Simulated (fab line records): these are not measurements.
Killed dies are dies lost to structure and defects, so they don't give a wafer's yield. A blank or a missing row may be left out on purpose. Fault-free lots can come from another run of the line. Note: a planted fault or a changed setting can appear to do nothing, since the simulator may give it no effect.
What tool caused it? + flow n5_finfet + 28 wafers from 10 lots sampled at 6 of the route's 1938 steps

== WHAT THE GAUGES SHOWED, per wafer ==
N5_BEOL_M4_RC_MEAS_101. Usual: DIBL_N 35.8 mV/V, standard deviation 1.5; DIBL_P 35.9 mV/V, standard deviation 1.8; IOFF_N 0.152 nA/um, standard deviation 0.025; IOFF_P 0.21 nA/um, standard deviation 0.031; ION_N 672 uA/um, standard deviation 11; ION_P 462 uA/um, standard deviation 7.4; SS_N 71.5 mV/dec, standard deviation 0.52; SS_P 73.2 mV/dec, standard deviation 0.54; VT_N 250 mV, standard deviation 3; VT_P -250 mV, standard deviation 3.3.
| lot  | measured     | on        | DIBL_N (mV/V)  | DIBL_P (mV/V)  | IOFF_N (nA/um)    | IOFF_P (nA/um) | ION_N (uA/um) | ION_P (uA/um) | SS_N (mV/dec)  | SS_P (mV/dec)  | VT_N (mV)   | VT_P (mV)      | flag |
|------|--------------|-----------|----------------|----------------|-------------------|----------------|---------------|---------------|----------------|----------------|-------------|----------------|------|
| L979 | day 8 10:41  | prober-01 | 34.4 37.0 36.8 | 31.2 34.5 34.3 | 0.096 0.137 0.137 | 0.13 0.18 0.18 | 655 672 669   | 449 458 458   | 70.5 71.1 71.2 | 72.3 73.2 73.1 | 261 253 251 | -260 -254 -255 |      |
| L985 | day 10 14:59 | prober-01 | 35.9 36.2 35.8 | 35.9 36.9 36.0 | 0.158 0.169 0.161 | 0.21 0.23 0.21 | 673 684 685   | 464 469 466   | 71.3 71.0 70.9 | 72.6 73.7 73.8 | 248 248 248 | -245 -248 -251 |      |
| L988 | day 10 20:46 | prober-01 | 37.1 34.2 35.5 | 37.8 34.8 36.5 | 0.177 0.128 0.145 | 0.23 0.18 0.20 | 667 677 672   | 458 467 459   | 71.3 71.8 71.3 | 74.7 73.7 74.1 | 248 252 251 | -248 -250 -253 |      |
| L989 | day 11 04:14 | prober-02 | 34.0 33.8      | 33.2 33.3      | 0.117 0.122       | 0.17 0.18      | 659 655       | 461 455       | 71.1 70.5      | 73.0 72.8      | 251 252     | -252 -252      |      |
| L990 | day 11 06:28 | prober-01 | 35.0 35.6 35.9 | 34.8 35.4 36.6 | 0.141 0.143 0.164 | 0.19 0.20 0.22 | 677 667 678   | 463 464 466   | 71.7 71.7 71.9 | 72.9 73.0 73.7 | 249 253 248 | -253 -251 -249 |      |
| L991 | day 11 21:38 | prober-02 | 35.2 38.9 35.4 | 36.2 40.1 35.7 | 0.142 0.205 0.134 | 0.20 0.27 0.20 | 675 687 658   | 461 475 456   | 71.5 72.3 71.5 | 73.4 74.0 72.7 | 250 245 250 | -252 -247 -251 |      |
| L992 | day 11 23:43 | prober-01 | 37.7 36.0 36.5 | 38.6 35.8 38.0 | 0.218 0.172 0.196 | 0.29 0.23 0.28 | 700 676 706   | 484 465 489   | 72.0 71.6 72.4 | 74.3 72.8 73.7 | 244 245 245 | -243 -248 -243 |      |
| L997 | day 13 12:31 | prober-02 | 33.7 33.9 34.5 | 34.6 34.2 34.7 | 0.135 0.133 0.145 | 0.20 0.19 0.20 | 662 664 653   | 465 455 455   | 71.3 71.8 71.4 | 72.6 73.0 73.2 | 251 253 254 | -249 -251 -252 |      |
| L998 | day 13 15:20 | prober-01 | 36.0 35.9 35.4 | 35.4 35.9 35.1 | 0.146 0.154 0.144 | 0.22 0.23 0.21 | 676 678 693   | 467 466 468   | 71.5 71.8 71.3 | 73.1 73.0 72.4 | 251 246 251 | -249 -248 -248 |      |
| L999 | day 14 09:00 | prober-02 | 35.6 35.0      | 35.7 34.9      | 0.151 0.137       | 0.21 0.19      | 666 675       | 465 472       | 71.9 71.3      | 73.4 72.8      | 251 256     | -251 -253      |      |

N5_BEOL_M8_THK_MEAS_01. Usual: M8_ILD_THK 154.4 nm, standard deviation 2.2.
| lot  | measured     | on            | M8_ILD_THK (nm)   | flag |
|------|--------------|---------------|-------------------|------|
| L979 | day 9 17:17  | film_metro-01 | 156.8 158.6 157.1 |      |
| L985 | day 11 23:39 | film_metro-01 | 151.3 153.1 155.0 |      |
| L988 | day 12 07:09 | film_metro-01 | 151.9 149.9 155.0 |      |
| L989 | day 12 13:24 | film_metro-01 | 152.4 152.7       |      |
| L990 | day 12 13:10 | film_metro-02 | 153.1 153.4 154.1 |      |
| L991 | day 13 03:24 | film_metro-01 | 151.7 153.4 151.5 |      |
| L992 | day 13 08:43 | film_metro-02 | 151.5 151.9 155.8 |      |
| L997 | day 14 14:39 | film_metro-01 | 268.3 151.8 152.6 | OFF  |
| L998 | day 14 20:03 | film_metro-02 | 266.9 156.7 156.1 | OFF  |
| L999 | day 15 17:37 | film_metro-02 | 155.4 156.5       |      |

N5_BEOL_M8_OVL_MEAS_12. Usual: M8_OVL -0.3 nm, standard deviation 0.72.
| lot  | measured     | on         | M8_OVL (nm)    | flag |
|------|--------------|------------|----------------|------|
| L979 | day 9 18:49  | overlay-02 | 0.4 0.6 0.3    |      |
| L985 | day 12 00:20 | overlay-02 | -0.6 -0.9 -0.7 |      |
| L988 | day 12 09:46 | overlay-01 | -1.1 -1.1 -1.0 |      |
| L989 | day 12 15:04 | overlay-02 | -1.3 -1.4      |      |
| L990 | day 12 14:44 | overlay-02 | -1.4 0.5 -1.2  |      |
| L991 | day 13 04:17 | overlay-01 | 0.5 -0.4 0.5   |      |
| L992 | day 13 10:13 | overlay-01 | 0.0 0.4 -0.7   |      |
| L997 | day 14 17:08 | overlay-02 | -0.7 -0.8 -0.1 |      |
| L998 | day 14 21:37 | overlay-02 | 0.7 0.5 0.3    |      |
| L999 | day 15 20:32 | overlay-01 | 0.2 0.5        |      |

== TOOL THAT RAN EACH LOT (tool first, then ch and the chambers of the sampled wafers, then the start) ==
| lot  | N5_BEOL_M7_ALD_77                   | N5_BEOL_M7_DEP_56               | N5_BEOL_M8_ILD_DEP_00           |
|------|-------------------------------------|---------------------------------|---------------------------------|
| L979 | ald_metal-02 ch 2,3, day 9 14:41    | pecvd-04 ch 0,2, day 9 16:04    | pecvd-04 ch 1,2, day 9 16:12    |
| L985 | ald_metal-01 ch 0,1,2, day 11 18:31 | pecvd-03 ch 1,2, day 11 22:45   | pecvd-01 ch 0,1,2, day 11 23:05 |
| L988 | ald_metal-02 ch 0,2,3, day 12 04:10 | pecvd-02 ch 0,2, day 12 06:26   | pecvd-01 ch 0,2, day 12 06:34   |
| L989 | ald_metal-02 ch 2,3, day 12 09:49   | pecvd-04 ch 0,1, day 12 12:37   | pecvd-03 ch 0,1, day 12 12:46   |
| L990 | ald_metal-04 ch 0,1,3, day 12 10:12 | pecvd-03 ch 1,2, day 12 12:28   | pecvd-01 ch 0,1,2, day 12 12:36 |
| L991 | ald_metal-01 ch 0,1,3, day 13 00:53 | pecvd-03 ch 0,1,2, day 13 02:13 | pecvd-01 ch 0,1,2, day 13 02:21 |
| L992 | ald_metal-02 ch 0,2,3, day 13 06:26 | pecvd-02 ch 0,1,2, day 13 08:00 | pecvd-04 ch 0,1,2, day 13 08:08 |
| L997 | ald_metal-02 ch 0,1, day 14 12:35   | pecvd-03 ch 0,1,2, day 14 13:56 | pecvd-04 ch 0,1,2, day 14 14:04 |
| L998 | ald_metal-01 ch 0,2,3, day 14 17:28 | pecvd-02 ch 0,1,2, day 14 19:20 | pecvd-04 ch 0,1, day 14 19:28   |
| L999 | ald_metal-01 ch 2,3, day 15 13:40   | pecvd-03 ch 1,2, day 15 16:25   | pecvd-01 ch 1,2, day 15 16:34   |
- N5_BEOL_M7_ALD_77: deposits TaN, target thk 2 nm, pulse time 2 s, purge time 3 s.
- N5_BEOL_M7_DEP_56: deposits SiCN from 3MS/NH3, target thk 10 nm, time 17.5 s.
- N5_BEOL_M8_ILD_DEP_00: deposits SiCOH lowk from DEMS/porogen, target thk 179.75 nm, time 33.4 s.

== WHAT THE TOOLS THEMSELVES READ (means of the sampled wafers that have a number; where no wafer has one, the mark that the record gives instead) ==
N5_BEOL_M7_ALD_77. Usual: heater_power_w at 410 W, with a standard deviation of 31.
| lot  | tool         | heater_power_w (W) | flag |
|------|--------------|--------------------|------|
| L979 | ald_metal-02 | 442                |      |
| L985 | ald_metal-01 | 405                |      |
| L988 | ald_metal-02 | 436                |      |
| L989 | ald_metal-02 | 435                |      |
| L990 | ald_metal-04 | 405                |      |
| L991 | ald_metal-01 | 379                |      |
| L992 | ald_metal-02 | 436                |      |
| L997 | ald_metal-02 | 431                |      |
| L998 | ald_metal-01 | 394                |      |
| L999 | ald_metal-01 | 391                |      |

N5_BEOL_M7_DEP_56. Usual: showerhead_plenum_p_Torr 3.666 Torr, standard deviation 0.013; throttle_valve_pct 9.0 %, standard deviation 0.45.
| lot  | tool     | showerhead_plenum_p_Torr (Torr) | throttle_valve_pct (%) | flag |
|------|----------|---------------------------------|------------------------|------|
| L979 | pecvd-04 | 3.655                           | 9.2                    |      |
| L985 | pecvd-03 | 3.672                           | 8.5                    |      |
| L988 | pecvd-02 | 3.663                           | 9.7                    |      |
| L989 | pecvd-04 | 3.653                           | 8.9                    |      |
| L990 | pecvd-03 | 3.678                           | 8.7                    |      |
| L991 | pecvd-03 | 3.670                           | 8.7                    |      |
| L992 | pecvd-02 | 3.667                           | 9.5                    |      |
| L997 | pecvd-03 | 3.671                           | 8.8                    |      |
| L998 | pecvd-02 | 3.668                           | 9.4                    |      |
| L999 | pecvd-03 | 3.675                           | 8.8                    |      |

N5_BEOL_M8_ILD_DEP_00. Usual: heater_power_w 305 W, standard deviation 38; showerhead_plenum_p_Torr 5.745 Torr, standard deviation 0.016; throttle_valve_pct 14.0 %, standard deviation 0.78.
| lot  | tool     | heater_power_w (W) | showerhead_plenum_p_Torr (Torr) | throttle_valve_pct (%) | flag |
|------|----------|--------------------|---------------------------------|------------------------|------|
| L979 | pecvd-04 | 294                | 5.729                           | 13.7                   |      |
| L985 | pecvd-01 | 303                | 5.753                           | 14.1                   |      |
| L988 | pecvd-01 | 335                | 5.752                           | 13.6                   |      |
| L989 | pecvd-03 | 302                | 5.740                           | 13.8                   |      |
| L990 | pecvd-01 | 290                | 5.758                           | 14.1                   |      |
| L991 | pecvd-01 | 309                | 5.756                           | 14.3                   |      |
| L992 | pecvd-04 | 259                | 5.722                           | 13.8                   |      |
| L997 | pecvd-04 | 292                | 5.725                           | 13.8                   |      |
| L998 | pecvd-04 | 331                | 5.733                           | 13.6                   |      |
| L999 | pecvd-01 | 262                | 5.749                           | 14.5                   |      |

== THE ANSWER, worked out from the rows above alone ==
Rule: lot off if the mean of its wafers having a number is beyond 3 standard deviations from the usual mean. Also off: a lot with no number at a reading for which 4 or more lots have one. Where the step has rows for the other lots, those lots are counted as sound. First the gauges in route order, then the tools' own readings, where a lot's mean is used as printed above. The first step at which some lot is off is used, and at that step the reading that is off furthest; a lot without a number counts as furthest.
Off: L997, L998, seen at N5_BEOL_M8_THK_MEAS_01 (M8_ILD_THK).
A tool fits if, at a process step before that reading, it ran every lot that is off, and no sound lot after the first of them. Gauges at N5_BEOL_M8_THK_MEAS_01: tried the same way as those tools. One candidate fits, namely pecvd-04 at N5_BEOL_M8_ILD_DEP_00. Its last sound lot is L992 (day 13 08:08), its first lot that is off L997 (day 14 14:04): a fault that began between those two fits.

== WHAT THE SIMULATOR HAD INSERTED ==
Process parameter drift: pecvd-04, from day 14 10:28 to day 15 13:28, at N5_BEOL_M8_ILD_DEP_00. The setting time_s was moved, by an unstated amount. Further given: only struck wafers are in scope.
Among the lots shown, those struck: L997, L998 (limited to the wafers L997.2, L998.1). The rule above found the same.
